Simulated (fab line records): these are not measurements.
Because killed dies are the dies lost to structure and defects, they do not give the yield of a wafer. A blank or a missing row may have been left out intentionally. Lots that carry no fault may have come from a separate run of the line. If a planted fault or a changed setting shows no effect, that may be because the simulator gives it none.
Which tool did it? :: flow n5_finfet :: 24 lots with 72 wafers sampled at 5 steps, on a route of 1938 steps

## WHAT THE GAUGES SHOWED, per wafer
N5_BEOL_M3_RS_MEAS_58: measures by four-point-probe.
lot: L074
measured: day 7 07:54
on: film_metro-01
M3_RS (ohm/sq): 0.72 0.69 0.67

lot: L075
measured: day 7 09:08
on: film_metro-02
M3_RS (ohm/sq): 0.65 0.66 0.63

lot: L076
measured: day 7 18:35
on: film_metro-01
M3_RS (ohm/sq): 0.68 0.61 0.69

lot: L077
measured: day 8 02:16
on: film_metro-02
M3_RS (ohm/sq): 0.66 0.69 0.67

lot: L078
measured: day 8 04:07
on: film_metro-01
M3_RS (ohm/sq): 0.72 0.67 0.65

lot: L079
measured: day 8 15:41
on: film_metro-01
M3_RS (ohm/sq): 0.72 0.72 0.65

lot: L080
measured: day 8 20:56
on: film_metro-01
M3_RS (ohm/sq): 0.70 0.64 0.69

lot: L081
measured: day 9 09:08
on: film_metro-02
M3_RS (ohm/sq): 0.69 0.64 0.70

lot: L082
measured: day 9 10:28
on: film_metro-01
M3_RS (ohm/sq): 0.66 0.68 0.65

lot: L083
measured: day 9 13:14
on: film_metro-01
M3_RS (ohm/sq): 0.64 0.65 0.66

lot: L084
measured: day 9 12:53
on: film_metro-01
M3_RS (ohm/sq): 0.70 0.64 0.62

lot: L085
measured: day 10 01:19
on: film_metro-01
M3_RS (ohm/sq): 0.70 0.68 0.69

lot: L086
measured: day 11 01:19
on: film_metro-01
M3_RS (ohm/sq): 0.68 0.68 0.67

lot: L087
measured: day 10 21:07
on: film_metro-01
M3_RS (ohm/sq): 0.69 0.67 0.65

lot: L088
measured: day 11 03:10
on: film_metro-02
M3_RS (ohm/sq): 0.71 0.68 0.64

lot: L089
measured: day 11 19:29
on: film_metro-02
M3_RS (ohm/sq): 0.68 0.69 0.74

lot: L090
measured: day 12 00:02
on: film_metro-02
M3_RS (ohm/sq): 0.70 0.67 0.62

lot: L091
measured: day 12 00:46
on: film_metro-02
M3_RS (ohm/sq): 0.64 0.62 0.61

lot: L093
measured: day 12 02:10
on: film_metro-02
M3_RS (ohm/sq): 0.66 0.62 0.67

lot: L092
measured: day 12 04:24
on: film_metro-01
M3_RS (ohm/sq): 0.71 0.68 0.72

lot: L095
measured: day 12 15:07
on: film_metro-02
M3_RS (ohm/sq): 0.76 0.75 0.66

lot: L094
measured: day 12 18:26
on: film_metro-02
M3_RS (ohm/sq): 0.65 0.64 0.63

lot: L097
measured: day 13 15:32
on: film_metro-02
M3_RS (ohm/sq): 0.69 0.67 0.62

lot: L096
measured: day 13 21:51
on: film_metro-01
M3_RS (ohm/sq): 0.72 0.69 0.69

## TOOL THAT RAN EACH LOT (tool first, then ch and the chambers of the sampled wafers, then the start)
lot: L074
N5_BEOL_M3_ETCH_69: rie_diel-03 ch 0,1,2, day 7 00:34
N5_BEOL_M3_STRIP_36: rie_diel-03 ch 1,3, day 7 03:22
N5_BEOL_M3_SPUTTER_90: pvd_sputter-01, day 7 06:08
N5_BEOL_M3_CO_CAP_55: cvd_co-01 ch 1,2, day 7 07:40

lot: L075
N5_BEOL_M3_ETCH_69: rie_diel-03 ch 2,3, day 7 00:56
N5_BEOL_M3_STRIP_36: rie_diel-06 ch 0,3, day 7 03:51
N5_BEOL_M3_SPUTTER_90: pvd_sputter-03, day 7 07:25
N5_BEOL_M3_CO_CAP_55: cvd_co-02 ch 0,2, day 7 08:56

lot: L076
N5_BEOL_M3_ETCH_69: rie_diel-01 ch 1,2,3, day 7 12:52
N5_BEOL_M3_STRIP_36: rie_diel-06 ch 0,2,3, day 7 14:13
N5_BEOL_M3_SPUTTER_90: pvd_sputter-01, day 7 16:46
N5_BEOL_M3_CO_CAP_55: cvd_co-01 ch 0,1, day 7 18:22

lot: L077
N5_BEOL_M3_ETCH_69: rie_diel-01 ch 0,2, day 7 21:34
N5_BEOL_M3_STRIP_36: rie_diel-01 ch 0,1, day 7 22:15
N5_BEOL_M3_SPUTTER_90: pvd_sputter-03, day 8 00:34
N5_BEOL_M3_CO_CAP_55: cvd_co-02 ch 1,2, day 8 02:05

lot: L078
N5_BEOL_M3_ETCH_69: rie_diel-06 ch 0,1,2, day 7 22:37
N5_BEOL_M3_STRIP_36: rie_diel-01 ch 0,3, day 7 23:11
N5_BEOL_M3_SPUTTER_90: pvd_sputter-03, day 8 02:24
N5_BEOL_M3_CO_CAP_55: cvd_co-02 ch 0,1,2, day 8 03:56

lot: L079
N5_BEOL_M3_ETCH_69: rie_diel-01 ch 0,2,3, day 8 02:22
N5_BEOL_M3_STRIP_36: rie_diel-01 ch 2,3, day 8 11:32
N5_BEOL_M3_SPUTTER_90: pvd_sputter-03, day 8 13:58
N5_BEOL_M3_CO_CAP_55: cvd_co-01 ch 0,1, day 8 15:29

lot: L080
N5_BEOL_M3_ETCH_69: rie_diel-03 ch 1,2,3, day 8 13:37
N5_BEOL_M3_STRIP_36: rie_diel-03 ch 1,3, day 8 16:20
N5_BEOL_M3_SPUTTER_90: pvd_sputter-02, day 8 19:14
N5_BEOL_M3_CO_CAP_55: cvd_co-01 ch 0,2, day 8 20:45

lot: L081
N5_BEOL_M3_ETCH_69: rie_diel-03 ch 1,2,3, day 9 00:55
N5_BEOL_M3_STRIP_36: rie_diel-01 ch 2,3, day 9 02:59
N5_BEOL_M3_SPUTTER_90: pvd_sputter-01, day 9 06:33
N5_BEOL_M3_CO_CAP_55: cvd_co-02 ch 0,1,2, day 9 08:57

lot: L082
N5_BEOL_M3_ETCH_69: rie_diel-06 ch 0,2,3, day 9 01:18
N5_BEOL_M3_STRIP_36: rie_diel-01 ch 0,1,3, day 9 03:35
N5_BEOL_M3_SPUTTER_90: pvd_sputter-03, day 9 08:43
N5_BEOL_M3_CO_CAP_55: cvd_co-01 ch 0,2, day 9 10:17

lot: L083
N5_BEOL_M3_ETCH_69: rie_diel-06 ch 1,3, day 9 04:34
N5_BEOL_M3_STRIP_36: rie_diel-01 ch 0,1,3, day 9 08:20
N5_BEOL_M3_SPUTTER_90: pvd_sputter-03, day 9 11:24
N5_BEOL_M3_CO_CAP_55: cvd_co-01 ch 0,1,2, day 9 13:04

lot: L084
N5_BEOL_M3_ETCH_69: rie_diel-06 ch 1,2, day 9 06:31
N5_BEOL_M3_STRIP_36: rie_diel-03 ch 1,2,3, day 9 08:20
N5_BEOL_M3_SPUTTER_90: pvd_sputter-01, day 9 11:10
N5_BEOL_M3_CO_CAP_55: cvd_co-02 ch 0,1, day 9 12:41

lot: L085
N5_BEOL_M3_ETCH_69: rie_diel-06 ch 0,3, day 9 19:04
N5_BEOL_M3_STRIP_36: rie_diel-06 ch 1,2, day 9 21:13
N5_BEOL_M3_SPUTTER_90: pvd_sputter-02, day 9 23:28
N5_BEOL_M3_CO_CAP_55: cvd_co-02 ch 0,1, day 10 01:06

lot: L086
N5_BEOL_M3_ETCH_69: rie_diel-06 ch 0,2,3, day 10 08:02
N5_BEOL_M3_STRIP_36: rie_diel-06 ch 1,2,3, day 10 20:03
N5_BEOL_M3_SPUTTER_90: pvd_sputter-02, day 10 23:35
N5_BEOL_M3_CO_CAP_55: cvd_co-01 ch 0,1, day 11 01:07

lot: L087
N5_BEOL_M3_ETCH_69: rie_diel-03 ch 0,1,3, day 10 13:03
N5_BEOL_M3_STRIP_36: rie_diel-03 ch 0,1,3, day 10 17:07
N5_BEOL_M3_SPUTTER_90: pvd_sputter-02, day 10 19:22
N5_BEOL_M3_CO_CAP_55: cvd_co-02 ch 0,1,2, day 10 20:54

lot: L088
N5_BEOL_M3_ETCH_69: rie_diel-01 ch 0,2, day 10 13:07
N5_BEOL_M3_STRIP_36: rie_diel-03 ch 0,1, day 10 20:01
N5_BEOL_M3_SPUTTER_90: pvd_sputter-02, day 11 01:25
N5_BEOL_M3_CO_CAP_55: cvd_co-02 ch 0,1, day 11 02:57

lot: L089
N5_BEOL_M3_ETCH_69: rie_diel-06 ch 0,1,3, day 11 10:56
N5_BEOL_M3_STRIP_36: rie_diel-06 ch 0,1,3, day 11 13:40
N5_BEOL_M3_SPUTTER_90: pvd_sputter-03, day 11 17:47
N5_BEOL_M3_CO_CAP_55: cvd_co-02 ch 0,2, day 11 19:19

lot: L090
N5_BEOL_M3_ETCH_69: rie_diel-03 ch 0,2, day 11 12:13
N5_BEOL_M3_STRIP_36: rie_diel-03 ch 1,2, day 11 13:47
N5_BEOL_M3_SPUTTER_90: pvd_sputter-01, day 11 20:55
N5_BEOL_M3_CO_CAP_55: cvd_co-02 ch 0,1, day 11 23:51

lot: L091
N5_BEOL_M3_ETCH_69: rie_diel-03 ch 0,1,3, day 11 13:31
N5_BEOL_M3_STRIP_36: rie_diel-01 ch 1,2,3, day 11 19:10
N5_BEOL_M3_SPUTTER_90: pvd_sputter-03, day 11 21:46
N5_BEOL_M3_CO_CAP_55: cvd_co-02 ch 1,2, day 12 00:35

lot: L093
N5_BEOL_M3_ETCH_69: rie_diel-03 ch 0,2,3, day 11 21:02
N5_BEOL_M3_STRIP_36: rie_diel-03 ch 0,1,3, day 11 21:36
N5_BEOL_M3_SPUTTER_90: pvd_sputter-01, day 12 00:06
N5_BEOL_M3_CO_CAP_55: cvd_co-01 ch 0,2, day 12 01:59

lot: L092
N5_BEOL_M3_ETCH_69: rie_diel-03 ch 1,2,3, day 11 21:13
N5_BEOL_M3_STRIP_36: rie_diel-01 ch 1,2,3, day 11 21:37
N5_BEOL_M3_SPUTTER_90: pvd_sputter-01, day 12 02:16
N5_BEOL_M3_CO_CAP_55: cvd_co-02 ch 0,1,2, day 12 04:13

lot: L095
N5_BEOL_M3_ETCH_69: rie_diel-01 ch 0,3, day 12 08:22
N5_BEOL_M3_STRIP_36: rie_diel-06 ch 0,1,3, day 12 10:53
N5_BEOL_M3_SPUTTER_90: pvd_sputter-03, day 12 13:25
N5_BEOL_M3_CO_CAP_55: cvd_co-01 ch 0,1,2, day 12 14:56

lot: L094
N5_BEOL_M3_ETCH_69: rie_diel-01 ch 1,2,3, day 12 13:05
N5_BEOL_M3_STRIP_36: rie_diel-01 ch 1,2, day 12 14:02
N5_BEOL_M3_SPUTTER_90: pvd_sputter-02, day 12 16:38
N5_BEOL_M3_CO_CAP_55: cvd_co-02 ch 0,2, day 12 18:15

lot: L097
N5_BEOL_M3_ETCH_69: rie_diel-06 ch 0,2,3, day 13 03:35
N5_BEOL_M3_STRIP_36: rie_diel-03 ch 0,2,3, day 13 11:01
N5_BEOL_M3_SPUTTER_90: pvd_sputter-03, day 13 13:50
N5_BEOL_M3_CO_CAP_55: cvd_co-01 ch 0,1,2, day 13 15:21

lot: L096
N5_BEOL_M3_ETCH_69: rie_diel-01 ch 2,3, day 13 13:18
N5_BEOL_M3_STRIP_36: rie_diel-01 ch 1,2,3, day 13 17:45
N5_BEOL_M3_SPUTTER_90: pvd_sputter-02, day 13 20:08
N5_BEOL_M3_CO_CAP_55: cvd_co-01 ch 0,1,2, day 13 21:40
- N5_BEOL_M3_ETCH_69: etches SiARC in CF4, target depth 15.6 nm, time 26 s.
- N5_BEOL_M3_STRIP_36: strips in N2/H2.
- N5_BEOL_M3_SPUTTER_90: material Cu, target thk 4.5 nm, time 8.29 s.
- N5_BEOL_M3_CO_CAP_55: material Co, precursor CCTBA/H2, target thk 2 nm, time 102.1 s.

## AS READ BY THE TOOLS THEMSELVES (means over the sampled wafers that have a number; for cases with no such wafer, the mark the record gives instead)
N5_BEOL_M3_ETCH_69.
lot: L074
tool: rie_diel-03
drypump_motor_current_A (A): 6.3
etch_rf_on_time_s (s): 26.6
oes_product_au (a.u.): 0.65
rf_vpp_V (V): 183.8
showerhead_plenum_p_Torr (Torr): 2.16
throttle_valve_pct (%): 15.57

lot: L075
tool: rie_diel-03
drypump_motor_current_A (A): 5.8
etch_rf_on_time_s (s): 25.7
oes_product_au (a.u.): 0.61
rf_vpp_V (V): 184.4
showerhead_plenum_p_Torr (Torr): 2.18
throttle_valve_pct (%): 15.83

lot: L076
tool: rie_diel-01
drypump_motor_current_A (A): 5.6
etch_rf_on_time_s (s): 25.9
oes_product_au (a.u.): 0.65
rf_vpp_V (V): 184.4
showerhead_plenum_p_Torr (Torr): 2.15
throttle_valve_pct (%): 15.65

lot: L077
tool: rie_diel-01
drypump_motor_current_A (A): 5.7
etch_rf_on_time_s (s): 25.0
oes_product_au (a.u.): 0.69
rf_vpp_V (V): 184.0
showerhead_plenum_p_Torr (Torr): 2.17
throttle_valve_pct (%): 15.75

lot: L078
tool: rie_diel-06
drypump_motor_current_A (A): 5.4
etch_rf_on_time_s (s): 26.2
oes_product_au (a.u.): 0.69
rf_vpp_V (V): 183.1
showerhead_plenum_p_Torr (Torr): 2.09
throttle_valve_pct (%): 15.52

lot: L079
tool: rie_diel-01
drypump_motor_current_A (A): 5.7
etch_rf_on_time_s (s): 25.6
oes_product_au (a.u.): 0.66
rf_vpp_V (V): 184.0
showerhead_plenum_p_Torr (Torr): 2.12
throttle_valve_pct (%): 15.76

lot: L080
tool: rie_diel-03
drypump_motor_current_A (A): 5.9
etch_rf_on_time_s (s): 26.3
oes_product_au (a.u.): 0.65
rf_vpp_V (V): 184.6
showerhead_plenum_p_Torr (Torr): 2.17
throttle_valve_pct (%): 15.69

lot: L081
tool: rie_diel-03
drypump_motor_current_A (A): 5.9
etch_rf_on_time_s (s): 25.8
oes_product_au (a.u.): 0.65
rf_vpp_V (V): 184.6
showerhead_plenum_p_Torr (Torr): 2.17
throttle_valve_pct (%): 15.69

lot: L082
tool: rie_diel-06
drypump_motor_current_A (A): 5.6
etch_rf_on_time_s (s): 26.2
oes_product_au (a.u.): 0.70
rf_vpp_V (V): 184.4
showerhead_plenum_p_Torr (Torr): 2.13
throttle_valve_pct (%): 15.49

lot: L083
tool: rie_diel-06
drypump_motor_current_A (A): 5.5
etch_rf_on_time_s (s): 26.0
oes_product_au (a.u.): 0.66
rf_vpp_V (V): 185.5
showerhead_plenum_p_Torr (Torr): 2.20
throttle_valve_pct (%): 15.62

lot: L084
tool: rie_diel-06
drypump_motor_current_A (A): 5.0
etch_rf_on_time_s (s): 26.1
oes_product_au (a.u.): 0.71
rf_vpp_V (V): 184.1
showerhead_plenum_p_Torr (Torr): 2.10
throttle_valve_pct (%): 15.29

lot: L085
tool: rie_diel-06
drypump_motor_current_A (A): 5.9
etch_rf_on_time_s (s): 26.4
oes_product_au (a.u.): 0.66
rf_vpp_V (V): 184.2
showerhead_plenum_p_Torr (Torr): 2.18
throttle_valve_pct (%): 15.65

lot: L086
tool: rie_diel-06
drypump_motor_current_A (A): 5.6
etch_rf_on_time_s (s): 26.6
oes_product_au (a.u.): 0.68
rf_vpp_V (V): 184.0
showerhead_plenum_p_Torr (Torr): 2.12
throttle_valve_pct (%): 15.51

lot: L087
tool: rie_diel-03
drypump_motor_current_A (A): 5.9
etch_rf_on_time_s (s): 26.0
oes_product_au (a.u.): 0.72
rf_vpp_V (V): 185.0
showerhead_plenum_p_Torr (Torr): 2.18
throttle_valve_pct (%): 15.44

lot: L088
tool: rie_diel-01
drypump_motor_current_A (A): 5.5
etch_rf_on_time_s (s): 25.3
oes_product_au (a.u.): 0.66
rf_vpp_V (V): 183.6
showerhead_plenum_p_Torr (Torr): 2.16
throttle_valve_pct (%): 15.87

lot: L089
tool: rie_diel-06
drypump_motor_current_A (A): 5.6
etch_rf_on_time_s (s): 26.3
oes_product_au (a.u.): 0.63
rf_vpp_V (V): 184.1
showerhead_plenum_p_Torr (Torr): 2.13
throttle_valve_pct (%): 15.71

lot: L090
tool: rie_diel-03
drypump_motor_current_A (A): 6.5
etch_rf_on_time_s (s): 25.8
oes_product_au (a.u.): 0.80
rf_vpp_V (V): 184.1
showerhead_plenum_p_Torr (Torr): 2.16
throttle_valve_pct (%): 15.23

lot: L091
tool: rie_diel-03
drypump_motor_current_A (A): 5.9
etch_rf_on_time_s (s): 26.1
oes_product_au (a.u.): 0.71
rf_vpp_V (V): 184.2
showerhead_plenum_p_Torr (Torr): 2.18
throttle_valve_pct (%): 15.45

lot: L093
tool: rie_diel-03
drypump_motor_current_A (A): 6.2
etch_rf_on_time_s (s): 25.3
oes_product_au (a.u.): 0.73
rf_vpp_V (V): 185.2
showerhead_plenum_p_Torr (Torr): 2.16
throttle_valve_pct (%): 15.49

lot: L092
tool: rie_diel-03
drypump_motor_current_A (A): 5.9
etch_rf_on_time_s (s): 26.1
oes_product_au (a.u.): 0.70
rf_vpp_V (V): 184.1
showerhead_plenum_p_Torr (Torr): 2.16
throttle_valve_pct (%): 15.57

lot: L095
tool: rie_diel-01
drypump_motor_current_A (A): 5.7
etch_rf_on_time_s (s): 26.2
oes_product_au (a.u.): 0.62
rf_vpp_V (V): 183.0
showerhead_plenum_p_Torr (Torr): 2.07
throttle_valve_pct (%): 15.83

lot: L094
tool: rie_diel-01
drypump_motor_current_A (A): 5.6
etch_rf_on_time_s (s): 26.1
oes_product_au (a.u.): 0.62
rf_vpp_V (V): 183.0
showerhead_plenum_p_Torr (Torr): 2.13
throttle_valve_pct (%): 15.74

lot: L097
tool: rie_diel-06
drypump_motor_current_A (A): 5.6
etch_rf_on_time_s (s): 26.3
oes_product_au (a.u.): 0.67
rf_vpp_V (V): 183.6
showerhead_plenum_p_Torr (Torr): 2.12
throttle_valve_pct (%): 15.54

lot: L096
tool: rie_diel-01
drypump_motor_current_A (A): 5.9
etch_rf_on_time_s (s): 26.7
oes_product_au (a.u.): 0.62
rf_vpp_V (V): 182.9
showerhead_plenum_p_Torr (Torr): 2.08
throttle_valve_pct (%): 15.76

N5_BEOL_M3_STRIP_36.
lot: L074
tool: rie_diel-03
drypump_motor_current_A (A): 5.5
oes_product_au (a.u.): 0.79
rf_vpp_V (V): 58.8
showerhead_plenum_p_Torr (Torr): 2.62
throttle_valve_pct (%): 23.66

lot: L075
tool: rie_diel-06
drypump_motor_current_A (A): 6.1
oes_product_au (a.u.): 0.77
rf_vpp_V (V): 59.5
showerhead_plenum_p_Torr (Torr): 2.49
throttle_valve_pct (%): 23.54

lot: L076
tool: rie_diel-06
drypump_motor_current_A (A): 5.6
oes_product_au (a.u.): 0.83
rf_vpp_V (V): 60.6
showerhead_plenum_p_Torr (Torr): 2.52
throttle_valve_pct (%): 23.42

lot: L077
tool: rie_diel-01
drypump_motor_current_A (A): 5.1
oes_product_au (a.u.): 0.74
rf_vpp_V (V): 57.4
showerhead_plenum_p_Torr (Torr): 2.57
throttle_valve_pct (%): 23.81

lot: L078
tool: rie_diel-01
drypump_motor_current_A (A): 5.7
oes_product_au (a.u.): 0.75
rf_vpp_V (V): 57.1
showerhead_plenum_p_Torr (Torr): 2.47
throttle_valve_pct (%): 23.95

lot: L079
tool: rie_diel-01
drypump_motor_current_A (A): 6.0
oes_product_au (a.u.): 0.78
rf_vpp_V (V): 61.0
showerhead_plenum_p_Torr (Torr): 2.51
throttle_valve_pct (%): 23.76

lot: L080
tool: rie_diel-03
drypump_motor_current_A (A): 5.5
oes_product_au (a.u.): 0.77
rf_vpp_V (V): 59.3
showerhead_plenum_p_Torr (Torr): 2.61
throttle_valve_pct (%): 23.67

lot: L081
tool: rie_diel-01
drypump_motor_current_A (A): 5.9
oes_product_au (a.u.): 0.75
rf_vpp_V (V): 58.1
showerhead_plenum_p_Torr (Torr): 2.47
throttle_valve_pct (%): 23.87

lot: L082
tool: rie_diel-01
drypump_motor_current_A (A): 5.3
oes_product_au (a.u.): 0.72
rf_vpp_V (V): 60.3
showerhead_plenum_p_Torr (Torr): 2.53
throttle_valve_pct (%): 23.82

lot: L083
tool: rie_diel-01
drypump_motor_current_A (A): 5.3
oes_product_au (a.u.): 0.73
rf_vpp_V (V): 60.0
showerhead_plenum_p_Torr (Torr): 2.53
throttle_valve_pct (%): 23.81

lot: L084
tool: rie_diel-03
drypump_motor_current_A (A): 5.9
oes_product_au (a.u.): 0.75
rf_vpp_V (V): 59.3
showerhead_plenum_p_Torr (Torr): 2.57
throttle_valve_pct (%): 23.62

lot: L085
tool: rie_diel-06
drypump_motor_current_A (A): 5.1
oes_product_au (a.u.): 0.77
rf_vpp_V (V): 59.0
showerhead_plenum_p_Torr (Torr): 2.49
throttle_valve_pct (%): 23.32

lot: L086
tool: rie_diel-06
drypump_motor_current_A (A): 5.3
oes_product_au (a.u.): 0.79
rf_vpp_V (V): 61.2
showerhead_plenum_p_Torr (Torr): 2.54
throttle_valve_pct (%): 23.33

lot: L087
tool: rie_diel-03
drypump_motor_current_A (A): 5.9
oes_product_au (a.u.): 0.84
rf_vpp_V (V): 58.7
showerhead_plenum_p_Torr (Torr): 2.61
throttle_valve_pct (%): 23.64

lot: L088
tool: rie_diel-03
drypump_motor_current_A (A): 6.0
oes_product_au (a.u.): 0.91
rf_vpp_V (V): 58.3
showerhead_plenum_p_Torr (Torr): 2.60
throttle_valve_pct (%): 23.59

lot: L089
tool: rie_diel-06
drypump_motor_current_A (A): 5.7
oes_product_au (a.u.): 0.74
rf_vpp_V (V): 58.5
showerhead_plenum_p_Torr (Torr): 2.51
throttle_valve_pct (%): 23.46

lot: L090
tool: rie_diel-03
drypump_motor_current_A (A): 6.0
oes_product_au (a.u.): 0.90
rf_vpp_V (V): 58.5
showerhead_plenum_p_Torr (Torr): 2.56
throttle_valve_pct (%): 23.46

lot: L091
tool: rie_diel-01
drypump_motor_current_A (A): 5.6
oes_product_au (a.u.): 0.74
rf_vpp_V (V): 58.9
showerhead_plenum_p_Torr (Torr): 2.53
throttle_valve_pct (%): 23.75

lot: L093
tool: rie_diel-03
drypump_motor_current_A (A): 5.9
oes_product_au (a.u.): 0.83
rf_vpp_V (V): 60.0
showerhead_plenum_p_Torr (Torr): 2.60
throttle_valve_pct (%): 23.66

lot: L092
tool: rie_diel-01
drypump_motor_current_A (A): 5.6
oes_product_au (a.u.): 0.73
rf_vpp_V (V): 58.9
showerhead_plenum_p_Torr (Torr): 2.53
throttle_valve_pct (%): 23.75

lot: L095
tool: rie_diel-06
drypump_motor_current_A (A): 5.7
oes_product_au (a.u.): 0.72
rf_vpp_V (V): 60.0
showerhead_plenum_p_Torr (Torr): 2.51
throttle_valve_pct (%): 23.47

lot: L094
tool: rie_diel-01
drypump_motor_current_A (A): 5.2
oes_product_au (a.u.): 0.71
rf_vpp_V (V): 59.0
showerhead_plenum_p_Torr (Torr): 2.59
throttle_valve_pct (%): 23.62

lot: L097
tool: rie_diel-03
drypump_motor_current_A (A): 6.2
oes_product_au (a.u.): 0.83
rf_vpp_V (V): 59.7
showerhead_plenum_p_Torr (Torr): 2.56
throttle_valve_pct (%): 23.56

lot: L096
tool: rie_diel-01
drypump_motor_current_A (A): 5.6
oes_product_au (a.u.): 0.73
rf_vpp_V (V): 58.4
showerhead_plenum_p_Torr (Torr): 2.52
throttle_valve_pct (%): 23.78

N5_BEOL_M3_SPUTTER_90.
lot: L074
tool: pvd_sputter-01
throttle_valve_pct (%): 30.8

lot: L075
tool: pvd_sputter-03
throttle_valve_pct (%): 29.8

lot: L076
tool: pvd_sputter-01
throttle_valve_pct (%): 30.3

lot: L077
tool: pvd_sputter-03
throttle_valve_pct (%): 29.9

lot: L078
tool: pvd_sputter-03
throttle_valve_pct (%): 29.5

lot: L079
tool: pvd_sputter-03
throttle_valve_pct (%): 29.4

lot: L080
tool: pvd_sputter-02
throttle_valve_pct (%): 30.1

lot: L081
tool: pvd_sputter-01
throttle_valve_pct (%): 30.1

lot: L082
tool: pvd_sputter-03
throttle_valve_pct (%): 30.1

lot: L083
tool: pvd_sputter-03
throttle_valve_pct (%): 29.7

lot: L084
tool: pvd_sputter-01
throttle_valve_pct (%): 31.1

lot: L085
tool: pvd_sputter-02
throttle_valve_pct (%): 30.4

lot: L086
tool: pvd_sputter-02
throttle_valve_pct (%): 30.1

lot: L087
tool: pvd_sputter-02
throttle_valve_pct (%): 30.0

lot: L088
tool: pvd_sputter-02
throttle_valve_pct (%): 29.9

lot: L089
tool: pvd_sputter-03
throttle_valve_pct (%): 29.6

lot: L090
tool: pvd_sputter-01
throttle_valve_pct (%): 30.0

lot: L091
tool: pvd_sputter-03
throttle_valve_pct (%): 29.7

lot: L093
tool: pvd_sputter-01
throttle_valve_pct (%): 30.8

lot: L092
tool: pvd_sputter-01
throttle_valve_pct (%): 31.0

lot: L095
tool: pvd_sputter-03
throttle_valve_pct (%): 29.6

lot: L094
tool: pvd_sputter-02
throttle_valve_pct (%): 30.4

lot: L097
tool: pvd_sputter-03
throttle_valve_pct (%): 29.9

lot: L096
tool: pvd_sputter-02
throttle_valve_pct (%): 29.9

N5_BEOL_M3_CO_CAP_55.
lot: L074
tool: cvd_co-01
heater_power_w (W): 238

lot: L075
tool: cvd_co-02
heater_power_w (W): 242

lot: L076
tool: cvd_co-01
heater_power_w (W): 239

lot: L077
tool: cvd_co-02
heater_power_w (W): 249

lot: L078
tool: cvd_co-02
heater_power_w (W): 236

lot: L079
tool: cvd_co-01
heater_power_w (W): 235

lot: L080
tool: cvd_co-01
heater_power_w (W): 243

lot: L081
tool: cvd_co-02
heater_power_w (W): 233

lot: L082
tool: cvd_co-01
heater_power_w (W): 241

lot: L083
tool: cvd_co-01
heater_power_w (W): 237

lot: L084
tool: cvd_co-02
heater_power_w (W): 222

lot: L085
tool: cvd_co-02
heater_power_w (W): 228

lot: L086
tool: cvd_co-01
heater_power_w (W): 238

lot: L087
tool: cvd_co-02
heater_power_w (W): 236

lot: L088
tool: cvd_co-02
heater_power_w (W): 226

lot: L089
tool: cvd_co-02
heater_power_w (W): 230

lot: L090
tool: cvd_co-02
heater_power_w (W): 223

lot: L091
tool: cvd_co-02
heater_power_w (W): 251

lot: L093
tool: cvd_co-01
heater_power_w (W): 243

lot: L092
tool: cvd_co-02
heater_power_w (W): 237

lot: L095
tool: cvd_co-01
heater_power_w (W): 237

lot: L094
tool: cvd_co-02
heater_power_w (W): 231

lot: L097
tool: cvd_co-01
heater_power_w (W): 241

lot: L096
tool: cvd_co-01
heater_power_w (W): 241

## THE ANSWER, worked out from the rows above alone
Rule: the usual values come from the lots themselves. The widest of any qualifying gaps counts: lots, ordered by their means at a reading, are off when they make up no more than a third of the lots, leave a main group of 4 or more, and stand apart from it by 3 or more times the standard deviation of that group's means. A main group is skipped when, at the precision printed for the reading in the tables above, its means are all equal. Also off: a lot with no number at a reading for which 4 or more lots have one. Any other lot the step has rows for is counted as sound. The gauges are gone through in route order, then the tools' own readings, and for those a lot's mean is taken as printed above. The first step at which some lot is off is used, and at that step the reading that is off furthest; a lot without a number counts as furthest.
No lot is off on any of the readings shown, so nothing can be concluded from this.

## WHAT THE SIMULATOR HAD PUT IN
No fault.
